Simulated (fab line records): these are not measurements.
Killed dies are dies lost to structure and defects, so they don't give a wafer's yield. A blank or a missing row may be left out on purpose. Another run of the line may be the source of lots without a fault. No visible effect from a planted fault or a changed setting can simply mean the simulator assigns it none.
fab line records	flow n5_finfet
record: lots: 7	wafers: 21	last_day: 17
route steps=1938 shown BEOL_M2@908 BEOL_M4@1111 PASSIVATION@1936
lots untouched by any fault: they come from a run of this same line in which no faults occurred
start_h: hours from the record's first day to the start of the lot's first wafer shown	wait_h: hours elapsed since this lot's preceding step	" same as the row above	L1.1+2: a single row standing in for several wafers	- either no value or no given start	* or withheld: withheld	< > ~ a bound
route shown NAME@n: a module of which the file shows steps, and the number in the route of the first	usual: mean/standard deviation taken from wafers without a fault	same: alike in all rows	chamber/n: place in a boat	sites: readings site by site	_std_site: standard deviation of those values	_edge_site: mean of outer sites minus mean of inner sites	radius_mm: for every site, how far away it sits from the centre of the wafer	mask NAME#n: copy n	behind: the most recent tool/chamber to have shaped the wafer	hold: why the lot went on hold/how many hours it stayed there/how the hold came to an end	device: whichever transistor did not switch (one of n, p or np)	end of line: the route-end tests of the same wafers	a step given without rows: its recipe and nothing more	killed: dies lost to structure and defects at the first sort, not the wafer's yield	map: dies across one wafer; x = killed, . = not, _ = none there
set.NAME: the run value of the setting; set.NAME@STEP: its run value at that earlier step	model.NAME: the simulator's own value behind a step, which no gauge read
lots seen at some steps along the route; tables by step, rows by wafer
services: from which hour (start_h, from the record's first day; less than 0 if before it) a tool's chamber was out of use, for how many hours, and why
== steps ==
step: N5_BEOL_M2_SPUTTER_81
recipe: material: Cu	target_thk_a: 45	temp_c: -20	chamber_pressure_pa: 0.07	power_w: withheld	time_s: 8.29
step: N5_BEOL_M2_ANNEAL_82
recipe: temp_c: 400	time_s: 240	ambient: vacuum
usual: heater_power_w: 842/87
same: time_s: 240
lot.wafer	tool	chamber	start_h	wait_h	heater_power_w
L421.1	pvd_sputter-01	-	135.93	0.0	906
L421.5	"	-	"	"	817
L421.6	"	-	"	"	971
L427.1	pvd_sputter-02	-	177.73	0.0	717
L427.2	"	-	"	"	814
L427.6	"	-	"	"	896
L436.2	pvd_sputter-02	-	233.57	0.0	710
L436.3	"	-	"	"	914
L436.5	"	-	"	"	909
L434.4	pvd_sputter-01	-	233.63	0.0	976
L434.5	"	-	"	"	906
L434.6	"	-	"	"	769
L437.1	pvd_sputter-03	-	234.57	0.0	958
L437.4	"	-	"	"	886
L437.5	"	-	"	"	791
L438.4	pvd_sputter-03	-	237.53	0.0	795
L438.5	"	-	"	"	973
L438.6	"	-	"	"	800
L443.2	pvd_sputter-01	-	282.35	0.0	944
L443.4	"	-	"	"	852
L443.5	"	-	"	"	771
step: N5_BEOL_M2_SPUTTER_86
recipe: material: Cu	target_thk_a: 45	temp_c: -20	chamber_pressure_pa: 0.07	power_w: withheld	time_s: 8.29
step: N5_BEOL_M2_ANNEAL_87
recipe: temp_c: 400	time_s: 240	ambient: vacuum
step: N5_BEOL_M2_SPUTTER_88
recipe: material: Cu	target_thk_a: 45	temp_c: -20	chamber_pressure_pa: 0.07	power_w: withheld	time_s: 8.29
step: N5_BEOL_M2_ANNEAL_89
recipe: temp_c: 400	time_s: 240	ambient: vacuum
step: N5_BEOL_M2_SPUTTER_90
recipe: material: Cu	target_thk_a: 45	temp_c: -20	chamber_pressure_pa: 0.07	power_w: withheld	time_s: 8.29
step: N5_BEOL_M2_ANNEAL_91
recipe: temp_c: 400	time_s: 240	ambient: vacuum
step: N5_BEOL_M2_SPUTTER_92
recipe: material: Cu	target_thk_a: 45	temp_c: -20	chamber_pressure_pa: 0.07	power_w: withheld	time_s: 8.29
usual: chamber_pressure_pa: 0.07002/0.00015	chuck_gas_flow_sccm: 1.27/0.054	throttle_valve_pct: 30.2/0.88
same: time_s: 8.29
lot.wafer	tool	chamber	start_h	wait_h	chamber_pressure_pa	chuck_gas_flow_sccm	throttle_valve_pct
L421.1	pvd_sputter-01	-	136.73	0.1	0.07013	1.25	30.1
L421.5	"	-	"	"	0.0699	1.26	31.5
L421.6	"	-	"	"	0.07001	1.25	30.8
L427.1	pvd_sputter-02	-	178.53	0.1	0.07018	1.23	31.3
L427.2	"	-	"	"	0.06962	1.27	30.3
L427.6	"	-	"	"	0.07007	1.29	29.3
L436.2	pvd_sputter-02	-	234.37	0.1	0.06981	1.28	31.2
L436.3	"	-	"	"	0.07018	1.22	29.6
L436.5	"	-	"	"	0.07046	1.29	29.7
L434.4	pvd_sputter-01	-	234.43	0.1	0.06981	1.26	31.3
L434.5	"	-	"	"	0.06995	1.36	30.1
L434.6	"	-	"	"	0.06999	1.32	28.9
L437.1	pvd_sputter-03	-	235.37	0.1	0.07016	1.29	30.5
L437.4	"	-	"	"	0.0702	1.18	28.4
L437.5	"	-	"	"	0.07003	1.32	30.1
L438.4	pvd_sputter-03	-	238.33	0.1	0.07015	1.25	30.9
L438.5	"	-	"	"	0.07028	1.28	30.5
L438.6	"	-	"	"	0.07003	1.31	31.1
L443.2	pvd_sputter-01	-	283.15	0.1	0.06994	1.34	30.2
L443.4	"	-	"	"	0.0703	1.28	31.6
L443.5	"	-	"	"	0.07012	1.25	29.2
step: N5_BEOL_M2_ANNEAL_93
recipe: temp_c: 400	time_s: 240	ambient: vacuum
usual: heater_power_w: 842/90
same: time_s: 240
lot.wafer	tool	chamber	start_h	wait_h	heater_power_w
L421.1	pvd_sputter-01	-	136.81	0.0	906
L421.5	"	-	"	"	813
L421.6	"	-	"	"	972
L427.1	pvd_sputter-02	-	178.61	0.0	707
L427.2	"	-	"	"	826
L427.6	"	-	"	"	893
L436.2	pvd_sputter-02	-	234.45	0.0	711
L436.3	"	-	"	"	927
L436.5	"	-	"	"	893
L434.4	pvd_sputter-01	-	234.51	0.0	990
L434.5	"	-	"	"	938
L434.6	"	-	"	"	750
L437.1	pvd_sputter-03	-	235.45	0.0	970
L437.4	"	-	"	"	888
L437.5	"	-	"	"	807
L438.4	pvd_sputter-03	-	238.41	0.0	785
L438.5	"	-	"	"	979
L438.6	"	-	"	"	751
L443.2	pvd_sputter-01	-	283.23	0.0	933
L443.4	"	-	"	"	839
L443.5	"	-	"	"	750
step: N5_BEOL_M2_SPUTTER_94
recipe: material: Cu	target_thk_a: 45	temp_c: -20	chamber_pressure_pa: 0.07	power_w: withheld	time_s: 8.29
usual: chamber_pressure_pa: 0.07001/0.00012	chuck_gas_flow_sccm: 1.26/0.053	throttle_valve_pct: 30.2/0.9
same: time_s: 8.29
lot.wafer	tool	chamber	start_h	wait_h	chamber_pressure_pa	chuck_gas_flow_sccm	throttle_valve_pct
L421.1	pvd_sputter-01	-	136.95	0.1	0.06985	1.20	30.4
L421.5	"	-	"	"	0.06993	1.27	31.7
L421.6	"	-	"	"	0.06994	1.25	31.0
L427.1	pvd_sputter-02	-	178.75	0.1	0.07003	1.23	31.3
L427.2	"	-	"	"	0.07018	1.30	30.1
L427.6	"	-	"	"	0.07003	1.18	29.4
L436.2	pvd_sputter-02	-	234.59	0.1	0.06996	1.21	31.3
L436.3	"	-	"	"	0.07004	1.21	29.5
L436.5	"	-	"	"	0.06997	1.24	29.5
L434.4	pvd_sputter-01	-	234.65	0.1	0.07015	1.17	30.9
L434.5	"	-	"	"	0.06972	1.43	30.5
L434.6	"	-	"	"	0.07032	1.25	28.8
L437.1	pvd_sputter-03	-	235.59	0.1	0.07008	1.22	30.4
L437.4	"	-	"	"	0.06997	1.29	28.4
L437.5	"	-	"	"	0.07006	1.24	30.2
L438.4	pvd_sputter-03	-	238.55	0.1	0.07001	1.23	30.9
L438.5	"	-	"	"	0.07006	1.28	30.7
L438.6	"	-	"	"	0.06998	1.26	31.3
L443.2	pvd_sputter-01	-	283.37	0.1	0.06997	1.36	30.3
L443.4	"	-	"	"	0.07011	1.28	31.7
L443.5	"	-	"	"	0.07015	1.32	28.9
step: N5_BEOL_M2_ANNEAL_95
recipe: temp_c: 400	time_s: 240	ambient: vacuum
usual: heater_power_w: 840/88
same: time_s: 240
lot.wafer	tool	chamber	start_h	wait_h	heater_power_w
L421.1	pvd_sputter-01	-	137.03	0.0	935
L421.5	"	-	"	"	820
L421.6	"	-	"	"	956
L427.1	pvd_sputter-02	-	178.83	0.0	692
L427.2	"	-	"	"	820
L427.6	"	-	"	"	885
L436.2	pvd_sputter-02	-	234.67	0.0	712
L436.3	"	-	"	"	931
L436.5	"	-	"	"	927
L434.4	pvd_sputter-01	-	234.73	0.0	993
L434.5	"	-	"	"	949
L434.6	"	-	"	"	781
L437.1	pvd_sputter-03	-	235.67	0.0	972
L437.4	"	-	"	"	897
L437.5	"	-	"	"	810
L438.4	pvd_sputter-03	-	238.63	0.0	808
L438.5	"	-	"	"	958
L438.6	"	-	"	"	786
L443.2	pvd_sputter-01	-	283.45	0.0	905
L443.4	"	-	"	"	841
L443.5	"	-	"	"	747
step: N5_BEOL_M2_SPUTTER_96
recipe: material: Cu	target_thk_a: 45	temp_c: -20	chamber_pressure_pa: 0.07	power_w: withheld	time_s: 8.29
usual: chamber_pressure_pa: 0.06999/0.00014	chuck_gas_flow_sccm: 1.27/0.049	throttle_valve_pct: 30.2/0.9	time_s: 8.29/0
lot.wafer	tool	chamber	start_h	wait_h	chamber_pressure_pa	chuck_gas_flow_sccm	throttle_valve_pct	time_s
L421.1	pvd_sputter-01	-	137.17	0.1	0.06989	1.30	30.3	8.29
L421.5	"	-	"	"	0.06989	1.31	31.9	8.29
L421.6	"	-	"	"	0.07003	1.28	31.0	8.29
L427.1	pvd_sputter-02	-	178.97	0.1	0.06992	1.26	31.0	8.29
L427.2	"	-	"	"	0.06988	1.35	30.2	8.29
L427.6	"	-	"	"	0.07	1.21	29.6	8.29
L436.2	pvd_sputter-02	-	234.81	0.1	0.06997	1.21	31.7	8.29
L436.3	"	-	"	"	0.06998	1.17	29.4	8.29
L436.5	"	-	"	"	0.06993	1.16	29.4	8.29
L434.4	pvd_sputter-01	-	234.87	0.1	-	-	-	-
L434.5	"	-	"	"	-	-	-	-
L434.6	"	-	"	"	-	-	-	-
L437.1	pvd_sputter-03	-	235.81	0.1	-	-	-	-
L437.4	"	-	"	"	-	-	-	-
L437.5	"	-	"	"	-	-	-	-
L438.4	pvd_sputter-03	-	238.77	0.1	-	-	-	-
L438.5	"	-	"	"	-	-	-	-
L438.6	"	-	"	"	-	-	-	-
L443.2	pvd_sputter-01	-	283.59	0.1	0.06998	1.28	29.7	8.29
L443.4	"	-	"	"	0.07037	1.27	31.7	8.29
L443.5	"	-	"	"	0.07002	1.19	28.9	8.29
step: N5_BEOL_M2_ECD_50
recipe: material: Cu	target_thk_a: 3000
step: N5_BEOL_M4_RC_MEAS_101
usual: DIBL_N: 36.3/1.4	DIBL_P: 36.2/1.5	IOFF_N: 0.160/0.021	IOFF_P: 0.211/0.027	ION_N: 676/7.7	ION_P: 463/5.5	SS_N: 71.4/0.57	SS_P: 73.3/0.58	VT_N: 249.3/2.5	VT_P: -250.1/2.6
lot.wafer	tool	chamber	start_h	wait_h	DIBL_N[mV/V]	DIBL_P[mV/V]	IOFF_N[nA/um]	IOFF_P[nA/um]	ION_N[uA/um]	ION_P[uA/um]	SS_N[mV/dec]	SS_P[mV/dec]	VT_N[mV]	VT_P[mV]
L421.1	prober-01	0	162.84	0.0	37.1	37.7	0.187	0.224	686	463	72.2	74.4	246.9	-249.4
L421.5	"	0	"	"	35.0	35.0	0.148	0.181	678	459	71.2	72.5	250.4	-254.1
L421.6	"	0	"	"	35.6	35.7	0.160	0.191	677	462	71.8	72.8	250.4	-252.0
L427.1	prober-01	0	204.77	0.0	37.8	36.9	0.139	0.218	661	465	71.1	73.7	253.0	-249.2
L427.2	"	0	"	"	36.9	35.6	0.127	0.201	669	456	71.6	72.7	254.3	-251.7
L427.6	"	0	"	"	38.3	36.7	0.145	0.214	666	457	71.7	72.5	251.2	-251.0
L436.2	prober-02	0	260.93	0.2	38.2	36.8	0.173	0.255	680	475	72.0	73.2	246.5	-247.3
L436.3	"	0	"	"	39.0	37.5	0.184	0.272	672	468	72.5	73.5	247.7	-243.9
L436.5	"	0	"	"	36.9	35.7	0.155	0.238	669	465	71.5	73.7	249.3	-247.5
L434.4	prober-01	0	261.02	0.5	35.5	35.5	0.155	0.215	680	468	71.2	73.2	253.7	-250.6
L434.5	"	0	"	"	34.2	35.0	0.144	0.199	676	468	70.8	72.9	249.9	-249.5
L434.6	"	0	"	"	35.5	35.8	0.159	0.211	679	468	71.2	73.4	251.2	-249.6
L437.1	prober-01	0	265.43	0.0	36.7	36.4	0.168	0.226	667	460	71.3	73.5	250.0	-250.0
L437.4	"	0	"	"	37.6	36.9	0.180	0.233	680	463	72.1	73.8	248.1	-250.6
L437.5	"	0	"	"	37.4	37.1	0.182	0.235	674	463	71.6	73.4	247.5	-249.8
L438.4	prober-02	0	266.12	0.5	35.7	34.3	0.151	0.187	678	461	71.4	73.4	248.5	-252.5
L438.5	"	0	"	"	36.9	36.2	0.186	0.221	687	465	71.2	73.2	245.8	-249.5
L438.6	"	0	"	"	35.0	33.3	0.149	0.179	677	460	70.6	72.4	249.8	-250.6
L443.2	prober-01	0	308.47	0.2	35.3	35.3	0.154	0.207	680	471	71.7	73.1	250.3	-251.8
L443.4	"	0	"	"	34.4	34.6	0.138	0.186	663	460	70.7	72.6	254.1	-249.7
L443.5	"	0	"	"	36.3	36.6	0.164	0.222	673	463	72.2	73.5	249.9	-250.5
step: N5_PASSIVATION_PROBE_49
usual: defect_limited_yield: 91.3/1.4	killed_at_M0_to_M3: 34/10	killed_at_M4_up: 13/4.8	killed_at_contacts: 12/6.1	killed_at_front_end: 40/11	killed_at_other: 3.7/2.8	killed_dies: 103/16	killed_open: 67/12	killed_short: 34/7.4	sort_bin_5_function: 5.1/0.95	sort_bin_6_memory: 3.2/0.62	sort_n_pass: 1077/16	sort_yield_pct: 91.3/1.4
same: gross_dies: 1180	killed_at_back_side: 0	sort_bin_4_leakage[%]: 0	sort_bin_8_speed[%]: 0
lot.wafer	tool	chamber	start_h	wait_h	defect_limited_yield[%]	killed_at_M0_to_M3	killed_at_M4_up	killed_at_contacts	killed_at_front_end	killed_at_other	killed_dies	killed_open	killed_short	sort_bin_5_function[%]	sort_bin_6_memory[%]	sort_n_pass	sort_yield_pct[%]
L434.4	prober-01	-	362.23	0.2	89.2	33	19	14	55	6	127	84	33	6.1	4.5	1053	89.2
L434.5	prober-01	-	362.28	0.2	91.4	21	8	21	44	8	102	72	23	5.1	3.6	1078	91.4
L434.6	prober-01	-	362.33	0.3	88.8	34	18	8	67	5	132	91	36	5.9	4.9	1048	88.8
L437.1	prober-02	-	371.73	0.0	92.1	34	15	20	23	1	93	54	30	4.6	3.0	1087	92.1
L437.4	prober-02	-	371.88	0.2	92.2	33	16	21	19	3	92	56	31	4.4	3.1	1088	92.2
L437.5	prober-02	-	371.93	0.2	93.8	29	9	8	27	0	73	42	22	3.6	2.0	1107	93.8
L438.4	prober-01	-	371.91	0.2	91.9	44	11	9	32	0	96	63	30	4.7	3.4	1084	91.9
L438.5	prober-01	-	371.96	0.2	90.0	39	11	12	55	1	118	71	39	7.0	2.4	1062	90.0
L438.6	prober-01	-	372.01	0.3	91.5	38	9	11	40	2	100	59	36	5.1	3.1	1080	91.5
killed by level:class
L434.4 STI_FIN_REVEAL:geometric_particle:open=20 MOL_CONTACT_COAG:geometric_particle:open=11 BEOL_M1:geometric_particle:open=8 BEOL_M0_SAQP:geometric_particle:open=7 BEOL_M4:geometric_particle:short=7 BEOL_M2:interface_void_opened=7 FIN_SAQP:geometric_particle:open=6 STARTING-WAFER:geometric_particle:open=6
L434.5 STI_FIN_REVEAL:geometric_particle:open=19 MOL_CONTACT_COAG:geometric_particle:open=18 FIN_SAQP:geometric_particle:open=8 FIN_SAQP:geometric_particle:short=5 BEOL_M0_SAQP:geometric_particle:open=5 BEOL_M2:interface_void_opened=5 ILD0:geometric_particle:open=3 MOL_CONTACT_COAG:geometric_particle:short=3
L434.6 FIN_SAQP:geometric_particle:open=17 STI_FIN_REVEAL:geometric_particle:open=17 GATE_CUT:geometric_particle:short=9 BEOL_M0_SAQP:geometric_particle:short=7 ILD0:geometric_particle:open=7 BEOL_M0_SAQP:geometric_particle:open=7 BEOL_M5:geometric_particle:open=7 MOL_CONTACT_COAG:geometric_particle:open=6
L437.1 MOL_CONTACT_COAG:geometric_particle:open=15 BEOL_M1:geometric_particle:open=7 BEOL_M4:geometric_particle:open=7 BEOL_M2:interface_void_opened=7 BEOL_M0_SAQP:geometric_particle:short=6 FIN_SAQP:geometric_particle:short=5 BEOL_M2:geometric_particle:open=5 GATE_CUT:geometric_particle:short=4
L437.4 MOL_CONTACT_COAG:geometric_particle:open=19 BEOL_M0_SAQP:geometric_particle:short=9 BEOL_M4:geometric_particle:open=7 FIN_SAQP:geometric_particle:short=5 BEOL_M1:geometric_particle:open=5 BEOL_M2:interface_void_opened=4 BEOL_M3:geometric_particle:short=4 GATE_CUT:geometric_particle:short=3
L438.4 BEOL_M2:geometric_particle:open=10 BEOL_M0_SAQP:geometric_particle:short=9 MOL_CONTACT_COAG:geometric_particle:open=7 FIN_SAQP:geometric_particle:open=6 BEOL_M0_SAQP:geometric_particle:open=6 BEOL_M0:geometric_particle:open=5 STI_FIN_REVEAL:geometric_particle:open=4 BEOL_M1:geometric_particle:open=4
L437.5 BEOL_M2:interface_void_opened=8 FIN_SAQP:geometric_particle:open=7 FIN_SAQP:geometric_particle:short=6 MOL_CONTACT_COAG:geometric_particle:open=6 BEOL_M0_SAQP:geometric_particle:short=5 BEOL_M3:geometric_particle:open=5 STARTING-WAFER:geometric_particle:open=5 BEOL_M0_SAQP:geometric_particle:open=4
L438.5 FIN_SAQP:geometric_particle:short=11 STI_FIN_REVEAL:geometric_particle:open=11 MOL_CONTACT_COAG:geometric_particle:open=10 BEOL_M0:geometric_particle:open=9 BEOL_M2:geometric_particle:open=7 FIN_SAQP:geometric_particle:open=6 BEOL_M4:geometric_particle:open=6 BEOL_M2:interface_void_opened=6
L438.6 BEOL_M0_SAQP:geometric_particle:open=10 BEOL_M0_SAQP:geometric_particle:short=9 STI_FIN_REVEAL:geometric_particle:open=8 GATE_CUT:geometric_particle:short=7 MOL_CONTACT_COAG:geometric_particle:open=6 STARTING-WAFER:geometric_particle:open=6 DUMMY_GATE:geometric_particle:open=5 MOL_CONTACT_COAG:geometric_particle:short=5
== services ==
tool	chamber	start_h	hours	kind
pvd_sputter-02	-	153.37	1.0	repair
pvd_sputter-03	-	169.70	3.3	repair
== key ==
first_sign: step: N5_BEOL_M2_SPUTTER_96	reading: tool_record	direction: missing
effect none on later readings
met_at N5_BEOL_M2_SPUTTER_96
struck_wafers L434.4,L434.5,L434.6,L437.1,L437.4,L437.5,L438.4,L438.5,L438.6
onset_between 137.17 234.87
fault: kind: skipped_step_whole	tool: pvd_sputter-01,pvd_sputter-03	chamber: -	onset_h: 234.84	steps: N5_BEOL_M2_SPUTTER_96	scope: struck_lots_only
